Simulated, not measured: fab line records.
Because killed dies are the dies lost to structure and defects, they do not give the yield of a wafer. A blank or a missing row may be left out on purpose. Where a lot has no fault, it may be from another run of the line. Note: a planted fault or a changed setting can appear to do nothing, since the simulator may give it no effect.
fab line records	flow nandHarc
[record] lots = 14	wafers = 42	lastDay = 25
route steps=1159 shown P_M1@308 P_M2@332
lots with no fault: from the same line, run without faults
startH: hours from the record's first day to the start of the lot's first wafer shown	waitH: hours from the lot's prior step to this one	" as in the row above	L1.1+2: one row covering several wafers at once	- no value, or no start was given	* or withheld: withheld	< > ~ a bound
route shown NAME@n: a module of which the file shows steps, and the number in the route of the first	usual: mean/standard deviation taken from wafers without a fault	same: alike in all rows	chamber/n: place in a boat	sites: per-site readings	_std_site: how widely they spread, as a standard deviation	_edge_site: mean of outer sites minus mean of inner sites	radiusMm: for every site, how far away it sits from the centre of the wafer	mask NAME#n: copy n	behind: the tool/chamber that last shaped the wafer	hold: what put the lot on hold/how long, in hours/how the hold closed	device: which transistor (n, p or np) failed to switch	end of line: tests of these same wafers at the route's end	step lacking rows: just its recipe	killed: the dies lost at the first sort to structure and to defects; this is not the yield of the wafer	map: shows each die of a wafer: x if killed, . if not, _ if none is there
set.NAME: the setting as run; set.NAME@STEP: as run at that earlier step	model.NAME: the simulator's own value behind a step, which no gauge read
the route's steps for a sample of lots (tables are steps, rows are wafers)
services: a tool's chamber out of use, with start hour (startH, from the record's first day; less than 0 if before it), hours out, and reason
[[steps]]
[step NHARC_P_M1_PVD_21]
[recipe] targetThkA = 300	chamberPressurePa = 5	powerW = 5000	substrateTempC = 30	timeS = 20.49	material = Cu
[usual] cathodeDcPowerW = 5000.1/0.87	throttleValvePct = 29.2/1.1
lot.wafer	tool	chamber	startH	waitH	cathodeDcPowerW	throttleValvePct
L848.1	pvdSputter-01	-	-	-	5000.8	28.7
L848.3	"	-	"	"	5000.3	30.3
L848.6	"	-	"	"	5000.9	28.8
L850.3	pvdSputter-02	-	-	-	4999.8	29.9
L850.2	"	-	"	"	5000.4	27.6
L850.5	"	-	"	"	4999.2	29.9
L851.2	pvdSputter-02	-	-	-	4999.9	30.1
L851.3	"	-	"	"	5000.3	27.6
L851.5	"	-	"	"	4999.6	29.1
L849.3	pvdSputter-02	-	-	-	4999.7	29.3
L849.2	"	-	"	"	4999.7	29.3
L849.5	"	-	"	"	4999.2	27.9
L852.3	pvdSputter-03	-	-	-	4998.2	29.3
L852.4	"	-	"	"	5000.4	26.7
L852.5	"	-	"	"	5000.8	29.9
L856.1	pvdSputter-02	-	-	-	5001.2	29.9
L856.4	"	-	"	"	4999.5	27.8
L856.3	"	-	"	"	4999.9	29.4
L857.3	pvdSputter-02	-	-	-	4998.7	29.6
L857.2	"	-	"	"	4999.6	29.4
L857.1	"	-	"	"	4999.5	29.8
L862.2	pvdSputter-03	-	-	-	5000.1	29.6
L862.4	"	-	"	"	4999.2	30.0
L862.6	"	-	"	"	4999.5	26.2
L863.3	pvdSputter-03	-	-	-	4999.3	26.4
L863.1	"	-	"	"	4999.7	29.5
L863.4	"	-	"	"	4999.8	30.0
L866.2	pvdSputter-03	-	-	-	4999.2	29.5
L866.4	"	-	"	"	5000.3	29.9
L866.5	"	-	"	"	4999.0	29.4
L865.3	pvdSputter-01	-	-	-	5001.1	29.2
L865.4	"	-	"	"	5001.6	29.5
L865.5	"	-	"	"	5000.5	28.8
L867.2	pvdSputter-01	-	-	-	5000.9	29.3
L867.3	"	-	"	"	5000.3	29.3
L867.1	"	-	"	"	5001.1	29.5
L868.3	pvdSputter-02	-	-	-	5001.9	30.6
L868.4	"	-	"	"	4999.9	27.5
L868.5	"	-	"	"	4998.2	30.6
L870.3	pvdSputter-01	-	-	-	4999.7	29.3
L870.6	"	-	"	"	5001.8	29.1
L870.5	"	-	"	"	5000.3	29.3
[step NHARC_P_M1_CMP_23]
[recipe] tOverpolishS = 20	targetThkNm = 157.82
[usual] motorCurrentA = 11.4/1.2	timeToEndpointS = 27.8/2.4
[same] tOverpolishS = 20
lot.wafer	tool	chamber	startH	waitH	motorCurrentA	timeToEndpointS
L848.3	cmp-01	3	135.74	-	11.0	29.6
L848.1	"	2	"	"	13.6	30.9
L848.6	"	3	"	"	11.0	30.7
L850.2	cmp-02	0	139.17	-	10.4	29.1
L850.3	"	2	"	"	12.8	25.0
L850.5	"	1	"	"	10.9	24.2
L851.2	cmp-04	0	140.15	-	10.9	28.7
L851.3	"	1	"	"	12.4	32.0
L851.5	"	3	"	"	10.5	29.5
L849.3	cmp-04	0	146.86	-	10.5	27.8
L849.2	"	1	"	"	11.7	28.0
L849.5	"	0	"	"	10.2	24.3
L852.3	cmp-02	0	152.77	-	10.8	27.7
L852.4	"	1	"	"	10.7	27.1
L852.5	"	2	"	"	13.4	22.5
L856.3	cmp-02	2	178.50	-	12.7	22.2
L856.1	"	3	"	"	10.9	26.5
L856.4	"	1	"	"	10.4	25.8
L857.3	cmp-02	1	179.39	-	10.3	26.1
L857.1	"	2	"	"	13.1	24.3
L857.2	"	3	"	"	10.9	26.5
L862.2	cmp-04	3	220.56	-	10.2	29.0
L862.4	"	0	"	"	10.0	26.0
L862.6	"	3	"	"	9.7	29.1
L863.4	cmp-01	2	221.80	-	13.4	26.7
L863.1	"	3	"	"	11.5	25.6
L863.3	"	0	"	"	11.4	25.7
L866.4	cmp-04	3	237.44	-	10.1	29.1
L866.2	"	2	"	"	13.9	28.9
L866.5	"	3	"	"	10.2	26.6
L865.3	cmp-02	3	237.93	-	10.4	29.3
L865.4	"	2	"	"	13.0	25.9
L865.5	"	0	"	"	10.7	28.3
L867.1	cmp-02	0	239.56	-	9.7	31.2
L867.2	"	1	"	"	10.5	28.3
L867.3	"	3	"	"	10.6	30.0
L868.3	cmp-01	0	246.81	-	11.5	30.0
L868.4	"	3	"	"	11.2	26.3
L868.5	"	0	"	"	11.9	27.3
L870.3	cmp-02	3	263.33	-	10.7	25.6
L870.6	"	2	"	"	13.0	25.1
L870.5	"	3	"	"	10.8	27.3
[step NHARC_P_M1_PRE_CLEAN_32]
[recipe] timeS = 12	tempC = 370	rfPowerW = 300	gas = NH3
[usual] heaterPowerOuterW = 375/61	heaterPowerW = 649/89
lot.wafer	tool	chamber	startH	waitH	heaterPowerOuterW	heaterPowerW	sinceWetCleanH
L848.3	pecvd-03	2	136.31	0.1	382	680	12
L848.1	"	0	"	"	388	610	12
L848.6	"	2	"	"	376	661	-
L850.2	pecvd-02	2	139.75	0.1	316	544	155
L850.3	"	0	"	"	340	577	155
L850.5	"	2	"	"	312	535	-
L851.3	pecvd-03	0	140.90	0.3	424	674	17
L851.2	"	1	"	"	374	663	17
L851.5	"	0	"	"	437	668	-
L849.3	pecvd-03	0	147.37	0.1	445	687	23
L849.2	"	2	"	"	425	709	23
L849.5	"	1	"	"	428	749	-
L852.3	pecvd-03	2	153.28	0.1	426	720	29
L852.4	"	0	"	"	370	595	-
L852.5	"	1	"	"	445	754	-
L856.1	pecvd-03	2	179.03	0.1	404	654	55
L856.3	"	1	"	"	435	746	55
L856.4	"	2	"	"	390	674	-
L857.2	pecvd-01	2	179.93	0.1	377	723	111
L857.1	"	0	"	"	277	516	111
L857.3	"	1	"	"	350	629	111
L862.2	pecvd-01	0	221.13	0.1	229	447	152
L862.6	"	1	"	"	390	677	-
L862.4	"	2	"	"	342	655	-
L863.1	pecvd-01	2	222.35	0.1	374	717	153
L863.3	"	1	"	"	397	702	153
L863.4	"	0	"	"	276	505	-
L866.2	pecvd-03	1	238.10	0.2	437	751	114
L866.5	"	2	"	"	404	694	-
L866.4	"	1	"	"	439	741	-
L865.3	pecvd-03	2	238.53	0.1	446	755	114
L865.5	"	1	"	"	358	675	-
L865.4	"	0	"	"	430	668	-
L867.1	pecvd-02	2	240.14	0.1	384	624	74
L867.3	"	0	"	"	331	553	74
L867.2	"	1	"	"	344	608	74
L868.3	pecvd-03	2	247.41	0.1	460	757	123
L868.4	"	1	"	"	367	636	-
L868.5	"	2	"	"	463	767	-
L870.3	pecvd-01	2	263.84	0.1	414	736	14
L870.5	"	0	"	"	246	464	-
L870.6	"	1	"	"	388	695	-
[step NHARC_P_M2_ETCH_35]
[recipe] targetDepthA = 400	overetchA = 120	timeS = 43.94	ionEnergyEv = 200	n2FlowSccm = 150	h2FlowSccm = 150	arFlowSccm = 0	rfW = 400	biasW = 150	chemistry = N2/H2
[usual] biasW = 150.0/0.48	chamberPressureMTorr = 30.000/0.027	drypumpMotorCurrentA = 5.8/0.34	h2FlowSccm = 149.9/0.46	n2FlowSccm = 150.0/0.46	oesProductAu = 1.005/0.01	rfVppV = 430.3/2.1	showerheadPlenumPTorr = 2.03/0.07	throttleValvePct = 14.172/0.0089
lot.wafer	tool	chamber	startH	waitH	biasW	chamberPressureMTorr	drypumpMotorCurrentA	h2FlowSccm	n2FlowSccm	oesProductAu	rfHoursCounterH	rfVppV	showerheadPlenumPTorr	throttleValvePct
L848.1	rieDiel-06	3	137.88	0.1	149.6	30.023	5.4	150.3	150.4	1.007	2	427.7	1.95	14.169
L848.3	"	1	"	"	150.1	29.959	6.2	150.1	150.2	1.017	2	430.3	2.05	14.166
L848.6	"	2	"	"	149.4	30.008	5.7	150.7	150.1	1.002	-	431.2	2.10	14.183
L850.2	rieDiel-06	3	141.36	0.1	149.0	29.977	5.4	149.5	149.9	1.001	2	428.9	1.95	14.167
L850.3	"	1	"	"	149.1	29.945	6.2	149.4	149.9	1.023	2	430.7	2.04	14.168
L850.5	"	0	"	"	150.2	30.046	5.8	150.3	150.2	1.017	-	429.8	2.01	14.166
L851.2	rieDiel-08	2	142.73	0.1	149.3	29.985	5.8	150.6	149.2	1.007	1	426.2	1.91	14.183
L851.3	"	3	"	"	149.9	30.014	5.6	150.2	150.3	1.017	1	430.5	2.05	14.165
L851.5	"	1	"	"	150.3	30.012	6.5	149.5	150.0	0.999	-	434.6	2.16	14.171
L849.3	rieDiel-06	3	149.00	0.1	150.1	29.969	5.4	149.0	149.8	0.989	3	427.7	1.95	14.183
L849.2	"	0	"	"	150.1	30.003	5.8	150.1	150.7	1.010	2	428.9	2.01	14.181
L849.5	"	1	"	"	151.2	30.023	6.2	149.0	151.0	1.013	-	430.3	2.04	14.173
L852.4	rieDiel-06	2	154.86	0.1	150.0	30.067	5.6	149.6	150.0	0.996	3	432.3	2.10	14.167
L852.3	"	3	"	"	149.5	30.022	5.4	150.2	150.1	0.991	3	428.8	1.95	14.158
L852.5	"	0	"	"	149.5	29.984	5.9	150.0	150.5	1.019	-	429.1	2.01	14.158
L856.4	rieDiel-06	3	180.64	0.1	-	-	-	-	-	-	-	-	-	-
L856.1	"	0	"	"	-	-	-	-	-	-	-	-	-	-
L856.3	"	1	"	"	-	-	-	-	-	-	-	-	-	-
L857.1	rieDiel-06	3	181.53	0.1	-	-	-	-	-	-	-	-	-	-
L857.3	"	1	"	"	-	-	-	-	-	-	-	-	-	-
L857.2	"	2	"	"	-	-	-	-	-	-	-	-	-	-
L862.2	rieDiel-06	3	222.69	0.1	150.4	29.955	5.4	149.1	149.4	0.995	5	427.1	1.95	14.174
L862.4	"	0	"	"	149.4	30.012	5.8	149.8	149.4	1.005	5	430.0	2.01	14.185
L862.6	"	3	"	"	150.8	29.973	5.4	150.0	149.6	0.993	-	428.8	1.95	14.162
L863.1	rieDiel-08	1	223.99	0.1	150.4	30.011	6.5	150.3	150.2	1.013	14	433.9	2.16	14.176
L863.3	"	2	"	"	149.6	29.985	5.8	150.1	150.0	1.001	14	426.0	1.90	14.167
L863.4	"	2	"	"	149.9	30.017	5.8	150.4	149.8	1.004	-	426.5	1.90	14.174
L866.2	rieDiel-06	1	239.66	0.1	149.0	30.029	6.2	150.1	150.6	1.014	6	431.0	2.04	14.182
L866.4	"	2	"	"	149.7	29.997	5.6	149.5	149.9	0.986	6	431.2	2.09	14.171
L866.5	"	0	"	"	149.9	29.999	5.9	150.3	150.3	1.021	-	430.1	2.01	14.177
L865.3	rieDiel-06	3	240.01	0.1	149.6	30.017	5.4	149.7	149.7	1.000	6	428.5	1.95	14.174
L865.4	"	0	"	"	149.1	29.987	5.8	150.6	149.6	1.009	6	430.0	2.01	14.181
L865.5	"	1	"	"	150.1	30.061	6.2	149.8	150.4	1.020	-	431.0	2.04	14.172
L867.1	rieDiel-08	3	241.62	0.1	150.0	30.032	5.5	150.4	150.1	1.015	18	429.9	2.04	14.179
L867.3	"	0	"	"	149.7	30.029	5.8	150.2	149.9	1.000	16	431.3	2.03	14.179
L867.2	"	1	"	"	150.5	29.999	6.5	149.4	150.0	1.007	19	434.9	2.16	14.170
L868.3	rieDiel-10	1	249.14	0.1	150.0	29.917	5.2	149.7	149.8	0.990	28	427.8	1.93	14.178
L868.4	"	2	"	"	149.7	29.979	5.2	150.2	149.3	0.997	25	430.8	2.09	14.172
L868.5	"	3	"	"	149.8	29.976	5.7	149.2	150.6	1.004	-	432.5	2.08	14.177
L870.3	rieDiel-10	0	265.42	0.1	150.1	29.957	5.7	149.8	150.6	1.005	35	429.7	2.04	14.164
L870.6	"	0	"	"	150.5	30.012	5.8	150.1	150.2	0.997	-	431.2	2.04	14.166
L870.5	"	1	"	"	149.7	30.026	5.2	149.6	150.4	0.984	-	426.4	1.93	14.171
[[services]]
tool	chamber	startH	hours	kind
pecvd-03	-	111.27	13.0	pm
pecvd-01	2	124.68	12.8	repair
rieDiel-08	-	124.82	9.0	pm
cmp-02	-	126.63	1.0	repair
cmp-02	-	128.57	4.0	pm
pecvd-01	2	137.55	13.5	repair
pvdSputter-02	-	149.12	3.9	repair
cmp-02	-	150.66	0.3	repair
pecvd-01	2	157.18	8.7	repair
pvdSputter-01	-	158.00	10.0	pm
pvdSputter-03	-	158.16	9.6	repair
pecvd-01	-	167.42	7.7	repair
pvdSputter-01	-	193.70	1.8	repair
cmp-04	-	203.00	4.0	pm
cmp-02	-	211.43	4.2	repair
pvdSputter-03	-	212.05	2.9	repair
pvdSputter-02	-	215.38	10.0	pm
cmp-04	-	218.65	1.8	repair
cmp-02	-	226.57	4.0	pm
cmp-04	-	236.25	1.1	repair
pecvd-01	-	237.16	13.0	pm
rieDiel-06	-	241.22	9.0	pm
pvdSputter-01	-	244.65	1.8	repair
cmp-02	-	252.59	1.2	repair
[[key]]
[firstSign] step = NHARC_P_M2_ETCH_35	reading = toolRecord	direction = missing
effect none on later readings
metAt NHARC_P_M2_ETCH_35
struckLots L856,L857
laterRowsLeftOut L856.1,L856.3,L856.4,L857.1,L857.2,L857.3
sortLeftOut L856.1,L856.3,L856.4,L857.1,L857.2,L857.3
notActingAt NHARC_P_M1_PVD_21,NHARC_P_M1_CMP_23,NHARC_P_M1_PRE_CLEAN_32
onsetBetween 154.86 180.64
[fault] kind = skippedStepWhole	tool = rieDiel-06	chamber = -	onsetH = 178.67	steps = NHARC_P_M2_ETCH_35	scope = struckLotsOnly
// sortLeftOut: the simulated sort isn't trusted on such a fault, so these wafers' sort isn't shown, and their yield isn't known
// laterRowsLeftOut: the simulator's readings of these wafers behind a module that went badly wrong aren't trusted and aren't shown, but for the sort
